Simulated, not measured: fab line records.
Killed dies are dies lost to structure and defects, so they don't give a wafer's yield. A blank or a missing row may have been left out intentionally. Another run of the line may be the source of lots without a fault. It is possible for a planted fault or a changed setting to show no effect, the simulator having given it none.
2 desks, one fault | flow n5 finfet | each desk has only its own numbers; what lay behind them comes last

FOR THE TOOL OWNER'S DESK: rie diel-04
The tool's own readings at N5_BEOL_M12_TRENCH_ETCH_34 (etches SiOC in C4F8/O2/Ar, target depth 318.95 nm, time 125.5 s): means of the sampled wafers that have a number, for each lot that ran on this tool. The brackets show how far a lot's mean lies from the usual mean; more than 4 standard deviations puts the lot out of limits, marked OUT.
Columns: A = O2_flow_sccm at N5_BEOL_M12_TRENCH_ETCH_34, usual 7.999 sccm; B = chamber pressure mTorr at N5_BEOL_M12_TRENCH_ETCH_34, usual 30.002 mTorr; C = drypump motor current A at N5_BEOL_M12_TRENCH_ETCH_34, usual 5.5 A; D = oes product au at N5_BEOL_M12_TRENCH_ETCH_34, usual 0.80 a.u.; E = rf vpp V at N5_BEOL_M12_TRENCH_ETCH_34, usual 666 V; F = showerhead plenum p Torr at N5_BEOL_M12_TRENCH_ETCH_34, usual 3.44 Torr; G = throttle valve pct at N5_BEOL_M12_TRENCH_ETCH_34, usual 24.19 %
lot  | first seen here | A     | B      | C   | D    | E   | F    | G
L814 | day 12 03:16    | 7.991 | 29.983 | 6.5 | 0.84 | 664 | 3.34 | 24.59
L819 | day 13 21:11    | 7.949 | 29.974 | 5.7 | 0.82 | 664 | 3.37 | 24.29
L827 | day 16 00:28    | 8.008 | 30.010 | 5.4 | 0.81 | 666 | 3.45 | 24.17
Result from this desk: across the 3 lots, nothing is out of limits.

METROLOGY DESK
Means of the sampled wafers that have a number, per lot and without regard to the tool the lot ran on: this is what the gauges read. The brackets show how far a lot's mean lies from the usual mean; more than 4 standard deviations puts the lot out of limits, marked OUT. Of its 26 readings 7 are shown: the one that was out of limits first, and those that lie furthest out on some lot.
Columns: A = trench depth nm at N5_BEOL_M12_OCD_MEAS_35, usual 320 nm; B = M12_THK at N5_BEOL_M12_THK_MEAS_50, usual 331 nm; C = M12_RS at N5_BEOL_M12_RS_MEAS_54, usual 0.0597 ohm/sq; D = COMB_M5 at N5_BEOL_M15_RC_MEAS_101, usual 3.6e-11 S/m; E = SERP_M10 at N5_BEOL_M15_RC_MEAS_101, usual 3.05 ohm/um; F = SERP_M12 at N5_BEOL_M15_RC_MEAS_101, usual 0.634 ohm/um; G = SERP_M12_max_site at N5_BEOL_M15_RC_MEAS_101, usual 0.646 ohm/um
lot  | first seen here | A             | B             | C                 | D       | E    | F                | G
L814 | day 12 02:22    | 329           | 342           | 0.0582            | 3.2e-11 | 3.24 | 0.634            | 0.647
L819 | day 13 20:24    | 323           | 330           | 0.0597            | 4.0e-11 | 3.05 | 0.633            | 0.648
L827 | day 15 23:31    | 382 (+12) OUT | 399 (+11) OUT | 0.0521 (-7.6) OUT | 4.4e-11 | 3.12 | 0.552 (-4.6) OUT | 0.560 (-4.8) OUT
L825 | day 16 02:17    | 320           | 328           | 0.0605            | 2.7e-11 | 3.11 | 0.652            | 0.662
L829 | day 16 13:30    | 320           | 328           | 0.0601            | 5.2e-11 | 3.15 | 0.631            | 0.639
L828 | day 16 17:50    | 317           | 325           | 0.0600            | 3.5e-11 | 2.98 | 0.644            | 0.653
L833 | day 17 01:16    | 324           | 332           | 0.0588            | 3.7e-11 | 3.03 | 0.618            | 0.628
This desk finds L827 out of limits, L827 being first, at day 16 00:37 (trench depth nm at N5_BEOL_M12_OCD_MEAS_35). In limits: L814, L819, L825, L829, L828, L833.

ALL TOGETHER
The metrology desk could have raised an alarm at day 16 00:37, on L827.
Nothing out of limits was seen by the tool owner's desk.
The tool owner's desk has L827 on record, within its limits.
Every lot named ran N5_BEOL_M12_TRENCH_ETCH_34 on rie diel-04.

WHAT HAD BEEN PUT IN BY THE SIMULATOR
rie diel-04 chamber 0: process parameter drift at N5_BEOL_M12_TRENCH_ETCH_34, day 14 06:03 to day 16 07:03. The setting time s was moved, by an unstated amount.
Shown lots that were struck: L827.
Time in hours between the start of the fault and the first out-of-limits reading at each desk: metrology desk, 43.
